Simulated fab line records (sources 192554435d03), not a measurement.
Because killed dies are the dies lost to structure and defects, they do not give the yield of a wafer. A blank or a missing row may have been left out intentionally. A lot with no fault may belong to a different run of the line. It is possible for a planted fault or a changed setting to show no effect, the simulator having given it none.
Lot-split experiment / flow n5-finfet / 7 lots, 21 wafers read, on a route of 1938 steps

## THE SPLIT ITSELF
At N5_HKMG_FIN_COAT_43 (resist thk 90 nm), the setting spin-rpm was moved away from the recipe's 1500 rpm on 7 of the 21 wafers read, by -9.9% to +10.3%. For the rest of the wafers, this setting stayed at what the recipe calls for.

## FROM THE SPLIT TO THE READING: what the file shows between them, 6 steps
- N5_HKMG_FIN_EBR_45
- N5_HKMG_FIN_SOFTBAKE_44: time 60 s
- N5_HKMG_FIN_EXPOSE_46: exposes mask NDIPOLE
- N5_HKMG_FIN_PEB_47: peb time 60 s
- N5_HKMG_FIN_DEVELOP_48: develop time 30 s
- N5_HKMG_FIN_DESCUM_53: chemistry O2, time 7.9 s

## THE READING
CAR-ArF_of_HKMG_FIN_COAT_43.thk-nm (the simulator's own value, which no gauge read), in nm, at N5_HKMG_FIN_ETCH_54 (etches SiARC in CF4, target depth 45.5 nm, time 75.8 s). No usual value for it is given in the file. Here, 14 wafers ran the recipe; their average is 50.9 nm with a standard deviation of 0.64 nm.

wafer=L078.1; tool, chamber at the split=litho-track-02, 0; spin-rpm as run, rpm=1500; against the recipe=recipe; CAR-ArF_of_HKMG_FIN_COAT_43.thk-nm, nm=50.8; against lot-mates on the recipe=-
wafer=L078.2; tool, chamber at the split=litho-track-02, 0; spin-rpm as run, rpm=1500; against the recipe=recipe; CAR-ArF_of_HKMG_FIN_COAT_43.thk-nm, nm=50.8; against lot-mates on the recipe=-
wafer=L078.6; tool, chamber at the split=litho-track-02, 0; spin-rpm as run, rpm=1589; against the recipe=+5.9%; CAR-ArF_of_HKMG_FIN_COAT_43.thk-nm, nm=48.2; against lot-mates on the recipe=-2.6
wafer=L079.1; tool, chamber at the split=litho-track-02, 0; spin-rpm as run, rpm=1654; against the recipe=+10.3%; CAR-ArF_of_HKMG_FIN_COAT_43.thk-nm, nm=46.6; against lot-mates on the recipe=-6.0
wafer=L079.3; tool, chamber at the split=litho-track-02, 0; spin-rpm as run, rpm=1500; against the recipe=recipe; CAR-ArF_of_HKMG_FIN_COAT_43.thk-nm, nm=52.6; against lot-mates on the recipe=-
wafer=L079.5; tool, chamber at the split=litho-track-02, 0; spin-rpm as run, rpm=1654; against the recipe=+10.3%; CAR-ArF_of_HKMG_FIN_COAT_43.thk-nm, nm=48.6; against lot-mates on the recipe=-4.0
wafer=L080.2; tool, chamber at the split=litho-track-01, 0; spin-rpm as run, rpm=1500; against the recipe=recipe; CAR-ArF_of_HKMG_FIN_COAT_43.thk-nm, nm=50.6; against lot-mates on the recipe=-
wafer=L080.3; tool, chamber at the split=litho-track-01, 0; spin-rpm as run, rpm=1500; against the recipe=recipe; CAR-ArF_of_HKMG_FIN_COAT_43.thk-nm, nm=50; against lot-mates on the recipe=-
wafer=L080.4; tool, chamber at the split=litho-track-01, 0; spin-rpm as run, rpm=1500; against the recipe=recipe; CAR-ArF_of_HKMG_FIN_COAT_43.thk-nm, nm=50.6; against lot-mates on the recipe=-
wafer=L082.2; tool, chamber at the split=litho-track-04, 0; spin-rpm as run, rpm=1500; against the recipe=recipe; CAR-ArF_of_HKMG_FIN_COAT_43.thk-nm, nm=50.6; against lot-mates on the recipe=-
wafer=L082.5; tool, chamber at the split=litho-track-04, 0; spin-rpm as run, rpm=1500; against the recipe=recipe; CAR-ArF_of_HKMG_FIN_COAT_43.thk-nm, nm=52; against lot-mates on the recipe=-
wafer=L082.6; tool, chamber at the split=litho-track-04, 0; spin-rpm as run, rpm=1500; against the recipe=recipe; CAR-ArF_of_HKMG_FIN_COAT_43.thk-nm, nm=50.4; against lot-mates on the recipe=-
wafer=L084.4; tool, chamber at the split=litho-track-02, 0; spin-rpm as run, rpm=1500; against the recipe=recipe; CAR-ArF_of_HKMG_FIN_COAT_43.thk-nm, nm=50.6; against lot-mates on the recipe=-
wafer=L084.5; tool, chamber at the split=litho-track-02, 0; spin-rpm as run, rpm=1553; against the recipe=+3.5%; CAR-ArF_of_HKMG_FIN_COAT_43.thk-nm, nm=48.8; against lot-mates on the recipe=-1.7
wafer=L084.6; tool, chamber at the split=litho-track-02, 0; spin-rpm as run, rpm=1500; against the recipe=recipe; CAR-ArF_of_HKMG_FIN_COAT_43.thk-nm, nm=50.4; against lot-mates on the recipe=-
wafer=L093.1; tool, chamber at the split=litho-track-02, 0; spin-rpm as run, rpm=1351; against the recipe=-9.9%; CAR-ArF_of_HKMG_FIN_COAT_43.thk-nm, nm=56; against lot-mates on the recipe=no lot-mate on the recipe
wafer=L093.3; tool, chamber at the split=litho-track-02, 0; spin-rpm as run, rpm=1351; against the recipe=-9.9%; CAR-ArF_of_HKMG_FIN_COAT_43.thk-nm, nm=56.2; against lot-mates on the recipe=no lot-mate on the recipe
wafer=L093.4; tool, chamber at the split=litho-track-02, 0; spin-rpm as run, rpm=1351; against the recipe=-9.9%; CAR-ArF_of_HKMG_FIN_COAT_43.thk-nm, nm=55.8; against lot-mates on the recipe=no lot-mate on the recipe
wafer=L097.1; tool, chamber at the split=litho-track-04, 0; spin-rpm as run, rpm=1500; against the recipe=recipe; CAR-ArF_of_HKMG_FIN_COAT_43.thk-nm, nm=51; against lot-mates on the recipe=-
wafer=L097.3; tool, chamber at the split=litho-track-04, 0; spin-rpm as run, rpm=1500; against the recipe=recipe; CAR-ArF_of_HKMG_FIN_COAT_43.thk-nm, nm=51; against lot-mates on the recipe=-
wafer=L097.6; tool, chamber at the split=litho-track-04, 0; spin-rpm as run, rpm=1500; against the recipe=recipe; CAR-ArF_of_HKMG_FIN_COAT_43.thk-nm, nm=51; against lot-mates on the recipe=-

FIT RESULTS
A straight line over all 21 wafers: CAR-ArF_of_HKMG_FIN_COAT_43.thk-nm changes by -0.439 nm for each +1% of spin-rpm; r = -0.95; the points scatter about the line by 0.8 nm.
The same after taking each lot's own level away (the mean of its wafers on the recipe; 18 wafers): -0.481 nm for each +1%; r = -0.96; scatter 0.49 nm.
That fit puts the effect of the largest move of spin-rpm on the reading at 4.9 nm.
From 50.40 to 52.60 nm: that is the span of the lots' own levels, equal to 3.4 times the standard deviation above.
The two slopes are in agreement: the lot-to-lot level therefore moves the slope only a little.
Check: -4.19 nm against its lot-mates is what the line predicts for one of the wafers moved furthest among these (+10.3%) when that wafer is left out of the fit. Against them it came out at -6 nm.

## THE OTHER SPLITS THESE WAFERS WENT THROUGH
Other splits were also applied to these wafers ahead of the reading. Each is held against what the fit with the lots' levels taken away leaves over:
other split on the same wafers=N5_ZERO_LAYER_EXPOSE_08 dose-mj; wafers away from the commonest value=9; r with CAR-ArF_of_HKMG_FIN_COAT_43.thk-nm (lot level and that fit taken away)=-0.23
other split on the same wafers=N5_ZERO_LAYER_DEVELOP_10 develop-time-s; wafers away from the commonest value=12; r with CAR-ArF_of_HKMG_FIN_COAT_43.thk-nm (lot level and that fit taken away)=-0.26
other split on the same wafers=N5_FIN_SAQP_ETCH_34 source-w; wafers away from the commonest value=7; r with CAR-ArF_of_HKMG_FIN_COAT_43.thk-nm (lot level and that fit taken away)=+0.22
other split on the same wafers=N5_SD_EPI_N_EPI_21 epi-growth-time-s; wafers away from the commonest value=7; r with CAR-ArF_of_HKMG_FIN_COAT_43.thk-nm (lot level and that fit taken away)=-0.13
other split on the same wafers=N5_SD_EPI_P_COAT_34 spin-rpm; wafers away from the commonest value=9; r with CAR-ArF_of_HKMG_FIN_COAT_43.thk-nm (lot level and that fit taken away)=+0.05
other split on the same wafers=N5_SDB_ALD_29 ald-cycles; wafers away from the commonest value=6; r with CAR-ArF_of_HKMG_FIN_COAT_43.thk-nm (lot level and that fit taken away)=+0.27
other split on the same wafers=N5_HKMG_FIN_COAT_42 spin-rpm; wafers away from the commonest value=4; r with CAR-ArF_of_HKMG_FIN_COAT_43.thk-nm (lot level and that fit taken away)=+0.64

## THE WHOLE CHAIN: every reading that the file lists as answering this split, in the file's order
step=N5_HKMG_FIN_COAT_43; what it does=resist thk 90 nm; reading=CAR-ArF_of_HKMG_FIN_COAT_43.thk-nm (the simulator's own value, which no gauge read); change (the file's fit)=-0.42 nm for each +1% of the setting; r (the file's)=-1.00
step=N5_HKMG_FIN_DEVELOP_48; what it does=develop time 30 s; reading=CAR-ArF_of_HKMG_FIN_COAT_43.thk-nm (the simulator's own value, which no gauge read); change (the file's fit)=-0.435 nm for each +1% of the setting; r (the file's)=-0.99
step=N5_HKMG_FIN_ETCH_54; what it does=etches SiARC in CF4, target depth 45.5 nm, time 75.8 s; reading=CAR-ArF_of_HKMG_FIN_COAT_43.thk-nm (the simulator's own value, which no gauge read); change (the file's fit)=-0.475 nm for each +1% of the setting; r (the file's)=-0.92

## FILE'S OWN FIT
CAR-ArF_of_HKMG_FIN_COAT_43.thk-nm changes by -0.475 nm for each +1% of spin-rpm, r = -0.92.
